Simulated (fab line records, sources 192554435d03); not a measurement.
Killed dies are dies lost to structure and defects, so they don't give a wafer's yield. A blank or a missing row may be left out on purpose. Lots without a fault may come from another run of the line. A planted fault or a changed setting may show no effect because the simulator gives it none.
Chamber matching | flow n5_finfet | N5_BEOL_M0_CO_CAP_123 on cvd_co-01: 3 sister chambers
The step material Co, precursor CCTBA/H2, target thk 2 nm, time 102.1 s. 6 wafers are shown with their chamber, then 12 later ones without.

WAFERS WITH THEIR CHAMBER
wafer  | chamber | heater_power_w (W) | susceptor_temp_C (C)
L080.4 | 0       | 218                | 200.06
L087.5 | 0       | 217                | 200.06
L087.6 | 1       | 254                | 200.01
L092.3 | 2       | 218                | 199.92
L092.4 | 2       | 216                | 200.01
L092.5 | 1       | 253                | 200.09

WAFERS WITHOUT THEIR CHAMBER
wafer  | heater_power_w (W) | susceptor_temp_C (C)
L094.2 | 219                | 200.17
L094.3 | 251                | 199.71
L094.5 | 221                | 199.64
L095.1 | 248                | 200.04
L095.4 | 218                | 199.83
L095.5 | 216                | 200.10
L096.1 | 210                | 200.03
L096.4 | 218                | 199.98
L096.6 | 215                | 199.95
L097.1 | 250                | 200.10
L097.4 | 221                | 200.15
L097.6 | 249                | 200.07

WHICH CHAMBER EACH WENT THROUGH
wafer  | from the rows above     | in truth
L094.2 | can't be placed: 0 or 2 | 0
L094.3 | 1                       | 1
L094.5 | can't be placed: 2 or 0 | 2
L095.1 | 1                       | 1
L095.4 | can't be placed: 2 or 0 | 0
L095.5 | can't be placed: 0 or 2 | 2
L096.1 | can't be placed: 2 or 0 | 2
L096.4 | can't be placed: 2 or 0 | 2
L096.6 | can't be placed: 2 or 0 | 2
L097.1 | 1                       | 1
L097.4 | can't be placed: 0 or 2 | 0
L097.6 | 1                       | 1
Placed correctly: 4 of 12. Can't be placed from these rows: 8 (the true chamber is among the candidates in 8). Placed wrongly: 0.
How it was worked out, from the rows above alone: a wafer's distance from a chamber is the root of the sum, over the readings, of the square of ((its reading less the chamber's mean) divided by the reading's scatter). The wafer belongs to the nearest chamber; if the next one is less than 2 further off, it can't be placed. A chamber's mean is the mean of its shown wafers. The scatter: the root of (the sum of the squares of (reading less its chamber's mean) over the shown wafers, divided by (wafers less chambers)).
